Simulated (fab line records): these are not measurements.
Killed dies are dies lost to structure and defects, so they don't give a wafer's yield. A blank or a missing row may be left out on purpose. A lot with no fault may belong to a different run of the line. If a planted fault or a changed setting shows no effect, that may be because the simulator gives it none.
A struck lot beside a sound one / flow n5_finfet / 37 out of 1938 route steps
Sound: these wafers, L946.2, L946.5, L946.6. Wafers L951.2, L951.3, L951.6 were the ones struck. The cause comes at the end.
Order at every step that has rows: each side's tool, ch and its chambers, its first start. Under that, the readings that differ: sound wafers / struck wafers / difference of the means / sigmas: that difference in standard deviations of wafers without a fault.
alike: a reading whose means differ by less than 2 such deviations, as well as words and numbers matching on both sides. not compared: withheld readings; readings where some wafer has no value; bounds like >300 that might hide an equal value; numbers whose values overlap and for which the record gives no deviation.
The two part at a step that has a row with sigmas, a row that says differs or no value, or rows on one side only. Numbers that don't overlap but have no deviation are shown without sigmas and don't part them. A reading that every wafer of one side lacks parts them only if that side has two wafers or more.

first, 9 steps without rows for these wafers: N5_BEOL_M4_ANNEAL_95 (time 240 s); N5_BEOL_M4_SPUTTER_96 (material Cu, target thk 4.5 nm, time 8.29 s); N5_BEOL_M4_ECD_50 (material Cu, target thk 300 nm); N5_BEOL_M4_ANNEAL_51 (time 90 s); N5_BEOL_M4_CMP_52 (polishes, stops on SiOC, t overpolish 6.8 s, target thk 40 nm); N5_BEOL_M4_PRE_CLEAN_60 (time 15 s); N5_BEOL_M4_CO_CAP_55 (material Co, precursor CCTBA/H2, target thk 2 nm, time 102.1 s); N5_BEOL_M4_PRE_CLEAN_56 (time 15 s); N5_BEOL_M4_DEP_57 (deposits SiCN from 3MS/NH3, target thk 8 nm, time 14 s).
N5_BEOL_M4_RC_MEAS_101:
  sound on prober-02 ch 0, day 9 11:30; struck on prober-01 ch 0, day 10 20:17
  alike: DIBL_N, DIBL_P, IOFF_N, IOFF_P, ION_N, ION_P, SS_N, SS_P, VT_N, VT_P
then, 24 steps without rows for these wafers: N5_BEOL_M5_ILD_DEP_00 (deposits SiCOH lowk from DEMS/porogen, target thk 140.64 nm, time 25.9 s); N5_BEOL_M5_CURE_79 (cures SiCOH lowk, time 240 s); N5_BEOL_M5_PECVD_70 (deposits SiO2 from TEOS/O2, target thk 16 nm, time 18 s); N5_BEOL_M5_HM_DEP_02 (deposits TiN, target thk 20 nm); N5_BEOL_M5_COAT_59 (time 60 s, resist thk 60 nm); N5_BEOL_M5_COAT_60 (time 60 s, resist thk 12 nm); N5_BEOL_M5_COAT_71 (time 60 s, resist thk 5 nm); N5_BEOL_M5_COAT_05 (resist thk 30 nm); N5_BEOL_M5_EBR_07; N5_BEOL_M5_SOFTBAKE_06 (time 60 s); N5_BEOL_M5_EXPOSE_08 (exposes mask M5, target cd 28 nm); N5_BEOL_M5_PEB_09 (peb time 60 s); N5_BEOL_M5_DEVELOP_10 (develop time 30 s); N5_BEOL_M5_DESCUM_16 (chemistry O2, time 7 s); N5_BEOL_M5_ETCH_72 (etches underlayer in N2/H2, target depth 6.5 nm, time 5.2 s); N5_BEOL_M5_ETCH_61 (etches SiARC in CF4, target depth 15.6 nm, time 26 s); N5_BEOL_M5_ETCH_62 (etches SOC in N2/H2, target depth 75 nm, overetch 15 nm, time 112.5 s); N5_BEOL_M5_STRIP_63 (strips in N2/H2); N5_BEOL_M5_STRIP_73 (strips in N2/H2); N5_BEOL_M5_STRIP_64 (strips in CF4); N5_BEOL_M5_HM_OPEN_17 (chemistry Cl2/BCl3, target TiN, target depth 20 nm, overetch 6 nm); N5_BEOL_M5_STRIP_19 (strips in O2); N5_BEOL_M5_COAT_65 (time 60 s, resist thk 60 nm); N5_BEOL_M5_COAT_66 (time 60 s, resist thk 12 nm).
-- record jumps: 2 days separate the struck wafers' starts on either side; left off in module BEOL_M5, taken up again in module BEOL_M10, whose first shown step is the route's number 1529 --
N5_BEOL_M10_ANNEAL_51: time 90 s.
  sound on rtp_anneal-02 ch 0, day 11 18:23; struck on rtp_anneal-02, day 13 07:14
  no value came back on the struck wafers for anneal_temp_c (C), anneal_temp_c_max, wafer_temp_C_max; on the sound wafers anneal_temp_c (C) reads 225.20 225.22 225.03
N5_BEOL_M10_CMP_52: polishes, stops on SiCOH lowk, t overpolish 7 s, target thk 140 nm.
  sound on cmp-04 ch 1,2,3, day 11 18:43; struck on cmp-04 ch 1,2, day 13 07:29
reading=barrier_field_endpoint_s (s); sound=29.0 29.4 29.2; struck=32.7 33.6 33.4; difference=+4.0; sigmas=+6
reading=time_to_endpoint_s (s); sound=69.7 67.2 69.5; struck=86.3 86.7 85.1; difference=+17.2; sigmas=+6
  alike: motor_current_A, overpolish_run_s
N5_PASSIVATION_PROBE_49:
  rows exist in the record for the struck wafers here (prober-01, day 15 03:17), but not for the sound ones

## WHERE THEY PART
Last at N5_PASSIVATION_PROBE_49 as far as this record goes, first at N5_BEOL_M10_ANNEAL_51.

WHY: the cause the simulator had injected
Whole step skipped at N5_BEOL_M10_ANNEAL_51 on rtp_anneal-02, starting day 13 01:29. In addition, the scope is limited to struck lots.
